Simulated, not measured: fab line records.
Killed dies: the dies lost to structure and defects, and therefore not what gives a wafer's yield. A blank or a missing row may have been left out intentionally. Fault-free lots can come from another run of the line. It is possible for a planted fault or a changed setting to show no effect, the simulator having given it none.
fab line records	flow n5-finfet	part 2 of 2: steps 4 to 6 of 6
record lots=24	wafers=72	last-day=17
route steps=1938 shown BEOL_M3@969
lots that met no fault: from a run of the same line without faults
start-h: the number of hours between the record's first day and the start of the first shown wafer of the lot	wait-h: hours from the lot's prior step to this one	" the same as in the row above	L1.1+2: a single row standing in for several wafers	- no value, or no start was given	* or withheld: withheld	< > ~ a bound
route shown NAME@n: names a module that has steps shown in the file, with the first one's number in the route	usual: mean/standard deviation taken from wafers without a fault	same: alike in all rows	chamber/n: place in a boat	sites: per-site readings	_std_site: the values' standard deviation	_edge_site: outer sites' mean less inner sites'	radius-mm: for every site, how far away it sits from the centre of the wafer	mask NAME#n: copy n	behind: the last tool/chamber to shape the wafer	hold: the reason the lot was held/the length of the hold in hours/how it ended	device: which transistor (n, p or np) failed to switch	end of line: the same wafers' tests at the end of the route	step lacking rows: just its recipe	killed: not the wafer's yield, but the dies lost to structure and defects at the first sort	map: per-die view of a wafer (x killed, . not killed, _ where there is no die)
set.NAME: setting as actually run; set.NAME@STEP: the setting as run at that earlier step	model.NAME: the simulator's own value behind a step, which no gauge read
one table for each step of the route and one row for each wafer, over a sample of lots
services: from which hour (start-h, from the record's first day; less than 0 if before it) a tool's chamber was out of use, for how many hours, and why
## steps
# step N5_BEOL_M3_CD_MEAS_35
# recipe target-cd-nm=18	target-cd-y-nm=21	polarity=opening
# usual cd-nm=18.06/0.28
lot.wafer	tool	chamber	start-h	wait-h	cd-nm
L074.1	cd-sem-03	-	155.04	0.0	18.81
L074.4	"	-	"	"	18.19
L074.5	"	-	"	"	18.20
L075.3	cd-sem-01	-	158.18	0.0	18.21
L075.4	"	-	"	"	18.05
L075.6	"	-	"	"	18.16
L077.4	cd-sem-01	-	162.17	0.0	17.99
L077.5	"	-	"	"	18.24
L077.6	"	-	"	"	17.92
L076.3	cd-sem-03	-	165.14	0.0	18.19
L076.4	"	-	"	"	17.67
L076.6	"	-	"	"	18.06
L078.2	cd-sem-01	-	169.00	0.0	18.32
L078.4	"	-	"	"	17.66
L078.5	"	-	"	"	18.22
L079.2	cd-sem-01	-	175.62	0.0	18.04
L079.3	"	-	"	"	18.22
L079.5	"	-	"	"	18.25
L080.1	cd-sem-03	-	187.27	0.0	17.66
L080.4	"	-	"	"	17.74
L080.6	"	-	"	"	17.69
L081.1	cd-sem-01	-	191.30	0.0	18.02
L081.3	"	-	"	"	17.51
L081.6	"	-	"	"	18.27
L082.2	cd-sem-01	-	197.61	0.0	18.53
L082.3	"	-	"	"	18.45
L082.5	"	-	"	"	18.50
L083.1	cd-sem-02	-	198.98	0.0	18.10
L083.4	"	-	"	"	18.43
L083.5	"	-	"	"	17.99
L084.2	cd-sem-02	-	215.08	0.0	17.90
L084.4	"	-	"	"	18.07
L084.6	"	-	"	"	18.32
L085.2	cd-sem-03	-	219.79	0.0	18.48
L085.3	"	-	"	"	18.15
L085.4	"	-	"	"	17.92
L086.1	cd-sem-03	-	225.18	0.0	18.72
L086.3	"	-	"	"	18.37
L086.5	"	-	"	"	17.95
L088.1	cd-sem-03	-	228.78	0.0	17.81
L088.2	"	-	"	"	17.44
L088.5	"	-	"	"	17.93
L087.2	cd-sem-01	-	229.24	0.0	17.93
L087.4	"	-	"	"	17.40
L087.5	"	-	"	"	17.53
L089.3	cd-sem-02	-	244.56	0.0	17.90
L089.4	"	-	"	"	18.10
L089.5	"	-	"	"	17.96
L090.3	cd-sem-01	-	252.48	0.0	18.09
L090.4	"	-	"	"	18.18
L090.5	"	-	"	"	18.42
L091.1	cd-sem-01	-	256.76	0.0	18.56
L091.2	"	-	"	"	18.04
L091.4	"	-	"	"	18.26
L092.2	cd-sem-03	-	263.28	0.0	18.55
L092.4	"	-	"	"	17.91
L092.5	"	-	"	"	18.53
L093.1	cd-sem-03	-	263.66	0.0	17.36
L093.4	"	-	"	"	18.02
L093.5	"	-	"	"	18.13
L094.1	cd-sem-02	-	270.99	0.0	17.91
L094.2	"	-	"	"	17.96
L094.3	"	-	"	"	17.70
L096.3	cd-sem-01	-	283.05	0.0	18.07
L096.4	"	-	"	"	18.06
L096.5	"	-	"	"	17.86
L095.2	cd-sem-03	-	288.34	0.0	17.97
L095.4	"	-	"	"	18.01
L095.6	"	-	"	"	18.07
L097.4	cd-sem-01	-	297.09	0.0	18.16
L097.5	"	-	"	"	17.86
L097.6	"	-	"	"	17.95
# step N5_BEOL_M3_SPUTTER_86
# recipe material=Cu	target-thk-a=45	temp-c=-20	chamber-pressure-pa=0.07	power-w=withheld	time-s=8.29
# usual substrate-temp-c=-20.01/0.098	throttle-valve-pct=30.3/1
lot.wafer	tool	chamber	start-h	wait-h	substrate-temp-c	throttle-valve-pct
L074.1	pvd-sputter-02	-	158.37	0.1	-19.94	30.0
L074.4	"	-	"	"	-19.91	31.2
L074.5	"	-	"	"	-19.91	29.9
L075.3	pvd-sputter-02	-	160.21	0.1	-19.88	29.7
L075.4	"	-	"	"	-19.86	31.5
L075.6	"	-	"	"	-20.11	31.2
L077.4	pvd-sputter-02	-	163.89	0.1	-19.98	29.8
L077.5	"	-	"	"	-20.05	31.7
L077.6	"	-	"	"	-19.93	29.9
L076.3	pvd-sputter-01	-	167.14	0.1	-20.04	31.1
L076.4	"	-	"	"	-20.06	29.8
L076.6	"	-	"	"	-20.04	31.2
L078.2	pvd-sputter-03	-	171.37	0.1	-20.16	29.2
L078.4	"	-	"	"	-20.01	27.9
L078.5	"	-	"	"	-20.04	29.4
L079.2	pvd-sputter-02	-	177.79	0.1	-19.93	29.9
L079.3	"	-	"	"	-19.98	31.1
L079.5	"	-	"	"	-20.02	31.1
L080.1	pvd-sputter-01	-	189.01	0.1	-20.16	29.9
L080.4	"	-	"	"	-20.18	30.1
L080.6	"	-	"	"	-19.90	31.2
L081.1	pvd-sputter-03	-	192.94	0.1	-20.05	30.1
L081.3	"	-	"	"	-20.00	29.4
L081.6	"	-	"	"	-19.89	28.1
L082.2	pvd-sputter-02	-	199.17	0.1	-19.98	31.1
L082.3	"	-	"	"	-20.12	30.0
L082.5	"	-	"	"	-19.91	31.3
L083.1	pvd-sputter-02	-	201.35	0.1	-20.00	31.4
L083.4	"	-	"	"	-20.03	30.9
L083.5	"	-	"	"	-20.04	31.0
L084.2	pvd-sputter-01	-	216.75	0.1	-19.99	29.5
L084.4	"	-	"	"	-19.99	30.2
L084.6	"	-	"	"	-19.97	31.2
L085.2	pvd-sputter-02	-	221.51	0.1	-20.03	29.9
L085.3	"	-	"	"	-20.01	31.0
L085.4	"	-	"	"	-19.90	31.7
L086.1	pvd-sputter-02	-	226.87	0.1	-19.90	31.6
L086.3	"	-	"	"	-20.05	30.8
L086.5	"	-	"	"	-19.97	31.3
L088.1	pvd-sputter-01	-	230.56	0.1	-20.03	29.8
L088.2	"	-	"	"	-19.95	29.4
L088.5	"	-	"	"	-19.90	29.8
L087.2	pvd-sputter-03	-	233.81	0.1	-20.12	29.3
L087.4	"	-	"	"	-19.90	30.1
L087.5	"	-	"	"	-19.86	27.9
L089.3	pvd-sputter-02	-	246.16	0.1	-19.83	31.1
L089.4	"	-	"	"	-20.09	30.2
L089.5	"	-	"	"	-20.03	30.1
L090.3	pvd-sputter-03	-	254.51	0.1	-20.18	29.3
L090.4	"	-	"	"	-19.98	27.9
L090.5	"	-	"	"	-20.13	29.5
L091.1	pvd-sputter-01	-	259.02	0.1	-20.22	29.6
L091.2	"	-	"	"	-19.92	29.8
L091.4	"	-	"	"	-19.78	31.3
L092.2	pvd-sputter-02	-	265.09	0.1	-20.13	31.3
L092.4	"	-	"	"	-19.99	31.7
L092.5	"	-	"	"	-19.99	31.2
L093.1	pvd-sputter-03	-	266.29	0.1	-19.97	29.4
L093.4	"	-	"	"	-20.12	29.5
L093.5	"	-	"	"	-19.98	29.7
L094.1	pvd-sputter-01	-	274.29	0.1	-20.02	29.7
L094.2	"	-	"	"	-19.85	29.9
L094.3	"	-	"	"	-19.96	30.0
L096.3	pvd-sputter-02	-	286.43	0.1	-19.92	31.2
L096.4	"	-	"	"	-20.04	29.7
L096.5	"	-	"	"	-20.06	29.9
L095.2	pvd-sputter-02	-	290.27	0.1	-20.00	29.9
L095.4	"	-	"	"	-19.98	31.0
L095.6	"	-	"	"	-20.06	30.0
L097.4	pvd-sputter-03	-	298.87	0.1	-19.86	29.2
L097.5	"	-	"	"	-19.80	30.1
L097.6	"	-	"	"	-19.86	29.6
# step N5_BEOL_M3_SPUTTER_92
# recipe material=Cu	target-thk-a=45	temp-c=-20	chamber-pressure-pa=0.07	power-w=withheld	time-s=8.29
# usual substrate-temp-c=-20.01/0.1	throttle-valve-pct=30.3/1
lot.wafer	tool	chamber	start-h	wait-h	substrate-temp-c	throttle-valve-pct
L074.1	pvd-sputter-02	-	159.03	0.1	-19.92	30.0
L074.4	"	-	"	"	-19.94	31.5
L074.5	"	-	"	"	-19.62	29.9
L075.3	pvd-sputter-02	-	160.87	0.1	-20.10	29.6
L075.4	"	-	"	"	-19.95	31.3
L075.6	"	-	"	"	-20.06	31.3
L077.4	pvd-sputter-02	-	164.55	0.1	-20.11	29.7
L077.5	"	-	"	"	-20.16	31.5
L077.6	"	-	"	"	-19.95	30.0
L076.3	pvd-sputter-01	-	167.80	0.1	-19.88	31.3
L076.4	"	-	"	"	-20.02	29.7
L076.6	"	-	"	"	-20.04	31.4
L078.2	pvd-sputter-03	-	172.03	0.1	-19.97	29.3
L078.4	"	-	"	"	-19.90	27.9
L078.5	"	-	"	"	-20.09	29.2
L079.2	pvd-sputter-02	-	178.45	0.1	-19.94	29.6
L079.3	"	-	"	"	-20.00	31.5
L079.5	"	-	"	"	-20.04	31.2
L080.1	pvd-sputter-01	-	189.67	0.1	-20.22	29.7
L080.4	"	-	"	"	-19.96	30.3
L080.6	"	-	"	"	-20.22	31.3
L081.1	pvd-sputter-03	-	193.60	0.1	-20.13	30.2
L081.3	"	-	"	"	-19.95	29.7
L081.6	"	-	"	"	-20.12	28.1
L082.2	pvd-sputter-02	-	199.83	0.1	-20.01	31.5
L082.3	"	-	"	"	-20.20	29.8
L082.5	"	-	"	"	-19.86	31.5
L083.1	pvd-sputter-02	-	202.01	0.1	-19.92	31.7
L083.4	"	-	"	"	-19.93	30.7
L083.5	"	-	"	"	-19.98	31.4
L084.2	pvd-sputter-01	-	217.41	0.1	-19.94	29.8
L084.4	"	-	"	"	-20.04	30.1
L084.6	"	-	"	"	-19.84	31.4
L085.2	pvd-sputter-02	-	222.17	0.1	-19.94	30.0
L085.3	"	-	"	"	-19.95	31.3
L085.4	"	-	"	"	-20.13	31.6
L086.1	pvd-sputter-02	-	227.53	0.1	-20.11	31.2
L086.3	"	-	"	"	-19.81	31.2
L086.5	"	-	"	"	-20.02	31.0
L088.1	pvd-sputter-01	-	231.22	0.1	-20.11	29.9
L088.2	"	-	"	"	-19.73	29.8
L088.5	"	-	"	"	-19.97	29.6
L087.2	pvd-sputter-03	-	234.47	0.1	-20.08	29.4
L087.4	"	-	"	"	-19.96	30.4
L087.5	"	-	"	"	-20.01	28.2
L089.3	pvd-sputter-02	-	246.82	0.1	-20.11	31.3
L089.4	"	-	"	"	-20.06	29.9
L089.5	"	-	"	"	-20.02	30.1
L090.3	pvd-sputter-03	-	255.17	0.1	-19.92	29.3
L090.4	"	-	"	"	-19.90	28.1
L090.5	"	-	"	"	-19.95	29.7
L091.1	pvd-sputter-01	-	259.68	0.1	-20.08	29.7
L091.2	"	-	"	"	-19.92	29.8
L091.4	"	-	"	"	-19.90	31.3
L092.2	pvd-sputter-02	-	265.75	0.1	-20.06	31.1
L092.4	"	-	"	"	-20.09	31.4
L092.5	"	-	"	"	-20.06	31.2
L093.1	pvd-sputter-03	-	266.95	0.1	-20.01	29.5
L093.4	"	-	"	"	-20.17	29.1
L093.5	"	-	"	"	-19.93	29.5
L094.1	pvd-sputter-01	-	274.95	0.1	-20.04	29.8
L094.2	"	-	"	"	-19.92	30.2
L094.3	"	-	"	"	-20.01	30.1
L096.3	pvd-sputter-02	-	287.09	0.1	-20.11	31.2
L096.4	"	-	"	"	-20.01	29.9
L096.5	"	-	"	"	-20.13	30.0
L095.2	pvd-sputter-02	-	290.93	0.1	-20.01	29.8
L095.4	"	-	"	"	-19.96	31.2
L095.6	"	-	"	"	-19.86	29.8
L097.4	pvd-sputter-03	-	299.53	0.1	-20.09	29.4
L097.5	"	-	"	"	-19.98	30.2
L097.6	"	-	"	"	-20.02	29.4
## services
tool	chamber	start-h	hours	kind
rie-diel-03	0	139.33	1.5	repair
rie-diel-01	2	145.18	8.5	repair
rie-diel-01	3	163.44	4.6	repair
rie-diel-06	2	178.70	3.8	repair
rie-diel-01	0	184.02	9.1	repair
rie-diel-01	2	185.47	12.7	repair
rie-diel-03	3	194.87	4.1	repair
rie-diel-03	3	202.36	63.7	repair
rie-diel-06	1	228.58	18.5	repair
rie-diel-01	2	252.57	-	clean
rie-diel-01	2	252.57	-	consumable-replace:focus-ring
rie-diel-01	2	252.57	22.7	scheduled-down
rie-diel-01	2	252.57	22.7	vent-cycle
rie-diel-03	1	262.53	4.8	repair
rie-diel-01	3	277.69	5.4	repair
